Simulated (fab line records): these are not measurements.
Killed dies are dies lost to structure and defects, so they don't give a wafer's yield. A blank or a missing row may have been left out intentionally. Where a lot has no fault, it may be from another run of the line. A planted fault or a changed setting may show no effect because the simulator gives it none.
Which tool was responsible? | flow n5-finfet | Sampling: 9 lots, 27 wafers, 2 of 1938 route steps

## WHAT THE GAUGES SHOWED, per wafer
N5_HKMG_FIN_CD_MEAS_12: the cd target is 92.8 nm.
lot  | measured     | on        | cd-nm (nm)
L925 | day 4 07:59  | cd-sem-01 | 92.5 92.9 91.9
L926 | day 4 13:11  | cd-sem-01 | 92.8 92.4 93.1
L928 | day 5 00:06  | cd-sem-02 | 93.0 93.1 92.3
L929 | day 5 03:39  | cd-sem-03 | 92.6 92.7 92.8
L933 | day 6 02:03  | cd-sem-02 | 92.5 92.4 92.2
L939 | day 7 20:12  | cd-sem-01 | 92.2 92.5 102.6
L943 | day 8 17:44  | cd-sem-01 | 93.2 92.3 92.2
L944 | day 9 00:36  | cd-sem-01 | 92.6 92.4 91.9
L948 | day 10 08:07 | cd-sem-02 | 93.1 91.5 91.7

## WHAT TOOL EACH LOT RAN ON (gives the tool, then ch and the chambers of the sampled wafers, and finally the start)
lot  | N5_HKMG_FIN_PEB_10
L925 | litho-track-01 ch 0, day 4 07:55
L926 | litho-track-05 ch 0, day 4 13:07
L928 | litho-track-05 ch 0, day 5 00:02
L929 | litho-track-05 ch 0, day 5 03:35
L933 | litho-track-01 ch 0, day 6 01:59
L939 | litho-track-01 ch 0, day 7 20:08
L943 | litho-track-05 ch 0, day 8 17:41
L944 | litho-track-02 ch 0, day 9 00:32
L948 | litho-track-05 ch 0, day 10 08:02
- N5_HKMG_FIN_PEB_10: peb time 60 s.

## THE ANSWER, worked out from the rows above alone
Rule: what is usual is taken from the lots themselves. The widest of any qualifying gaps counts: lots, ordered by their means at a reading, are off when they make up no more than a third of the lots, leave a main group of 4 or more, and stand apart from it by 3 or more times the standard deviation of that group's means. If all means in a main group match to the digits the tables above print for the reading, that group is not used. Also off: a lot with no number at a reading for which 4 or more lots have one. All remaining lots with rows at the step are treated as sound.
Off: L939 (N5_HKMG_FIN_CD_MEAS_12, cd-nm). The main group: mean 92.5 nm, standard deviation 0.23.
If a tool, at a process step before that reading, ran all the lots that are off and no sound lot after the first of them, it fits. Gauges at N5_HKMG_FIN_CD_MEAS_12: tried the same way as those tools. One fits: litho-track-01 at N5_HKMG_FIN_PEB_10. Its last sound lot is L933 (day 6 01:59), its first lot that is off L939 (day 7 20:08): a fault that began between those two fits.

## WHAT HAD BEEN PUT IN BY THE SIMULATOR
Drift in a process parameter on litho-track-01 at N5_HKMG_FIN_PEB_10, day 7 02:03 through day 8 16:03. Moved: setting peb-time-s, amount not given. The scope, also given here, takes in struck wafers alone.
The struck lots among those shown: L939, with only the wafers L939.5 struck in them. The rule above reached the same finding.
